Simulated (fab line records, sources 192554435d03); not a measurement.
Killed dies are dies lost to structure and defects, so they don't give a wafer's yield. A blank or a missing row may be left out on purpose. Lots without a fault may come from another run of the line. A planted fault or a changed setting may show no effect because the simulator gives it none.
Split-lot experiment | flow n5_finfet | 7 lots, 21 wafers read, on a route of 1938 steps

THE SPLIT
At N5_PASSIVATION_EXPOSE_07 (exposes mask TV, defocus 0 nm, target cd 3000 nm), the setting dose_mj was moved away from the recipe's 22.75 on 8 of the 21 wafers read, by -5.7% to +4.5%. The other wafers ran this setting at the recipe's value.

FROM THE SPLIT TO THE READING: what the file shows between them, 3 steps
- N5_PASSIVATION_PEB_08
- N5_PASSIVATION_DEVELOP_09: develop time 60 s
- N5_PASSIVATION_HARDBAKE_11: time 120 s

THE READING
cd_nm, in nm, at N5_PASSIVATION_CD_MEAS_10 (target cd 3000 nm). Fault-free wafers of this fab line usually give 2999.5 nm, standard deviation 2.5 nm.

wafer  | tool, chamber at the split | dose_mj as run | against the recipe | cd_nm, nm | against lot-mates on the recipe
L075.1 | krf_scanner-02, 0          | 22.75          | recipe             | 2997.2    | -
L075.4 | krf_scanner-02, 0          | 22.75          | recipe             | 2997.2    | -
L075.5 | krf_scanner-02, 0          | 22.75          | recipe             | 2997.4    | -
L077.4 | krf_scanner-01, 0          | 22.75          | recipe             | 3001.5    | -
L077.5 | krf_scanner-01, 0          | 22.75          | recipe             | 2999.3    | -
L077.6 | krf_scanner-01, 0          | 22.75          | recipe             | 2998.0    | -
L079.1 | krf_scanner-02, 0          | 23.77          | +4.5%              | 3007.7    | +8.8
L079.4 | krf_scanner-02, 0          | 22.75          | recipe             | 2998.9    | -
L079.6 | krf_scanner-02, 0          | 23.77          | +4.5%              | 3006.7    | +7.8
L082.3 | krf_scanner-02, 0          | 22.75          | recipe             | 3001.0    | -
L082.4 | krf_scanner-02, 0          | 22.17          | -2.5%              | 2996.9    | -4.9
L082.5 | krf_scanner-02, 0          | 22.75          | recipe             | 3002.6    | -
L085.3 | krf_scanner-02, 0          | 23.2           | +2.0%              | 3005.8    | +2.8
L085.5 | krf_scanner-02, 0          | 22.75          | recipe             | 3003.0    | -
L085.6 | krf_scanner-02, 0          | 23.2           | +2.0%              | 3004.9    | +1.9
L086.2 | krf_scanner-02, 0          | 21.62          | -5.0%              | 2989.8    | -7.6
L086.4 | krf_scanner-02, 0          | 22.75          | recipe             | 2997.4    | -
L086.6 | krf_scanner-02, 0          | 21.62          | -5.0%              | 2993.9    | -3.5
L092.3 | krf_scanner-01, 0          | 22.75          | recipe             | 2999.1    | -
L092.4 | krf_scanner-01, 0          | 22.75          | recipe             | 2999.5    | -
L092.5 | krf_scanner-01, 0          | 21.46          | -5.7%              | 2989.6    | -9.7

THE FIT
A straight line over all 21 wafers: cd_nm changes by +1.71 nm for each +1% of dose_mj; r = +0.92; the points scatter about the line by 2 nm.
The same after taking each lot's own level away (the mean of its wafers on the recipe; 21 wafers): +1.52 nm for each +1%; r = +0.95; scatter 1.3 nm.
On that fit, the largest move of dose_mj shifts the reading by 8.6 nm.
The lots' own levels span 2997.27 to 3003.00 nm, that is 2.3 times the standard deviation above.
So the lot-to-lot level changes the slope: the two fits differ.
Check: with one of the wafers moved furthest among these (-5.7%) left out of the fit, the line predicts -8.02 nm for it against its lot-mates. It came out at -9.7 nm against them.

OTHER SPLITS ON THESE WAFERS
These wafers also went through other splits before the reading. Each is held against what the fit with the lots' levels taken away leaves over:
other split on the same wafers | wafers away from the commonest value | r with cd_nm (lot level and that fit taken away)
N5_BEOL_M14_EXPOSE_25 dose_mj  | 5                                    | -0.22
N5_BEOL_M14_DESCUM_33 time_s   | 5                                    | -0.07
N5_BEOL_M15_ETCH_59 time_s     | 9                                    | -0.11
N5_BEOL_M15_COAT_60 spin_rpm   | 4                                    | -0.28

THE FILE'S OWN FIT
cd_nm changes by +1.57 nm for each +1% of dose_mj, r = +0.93.
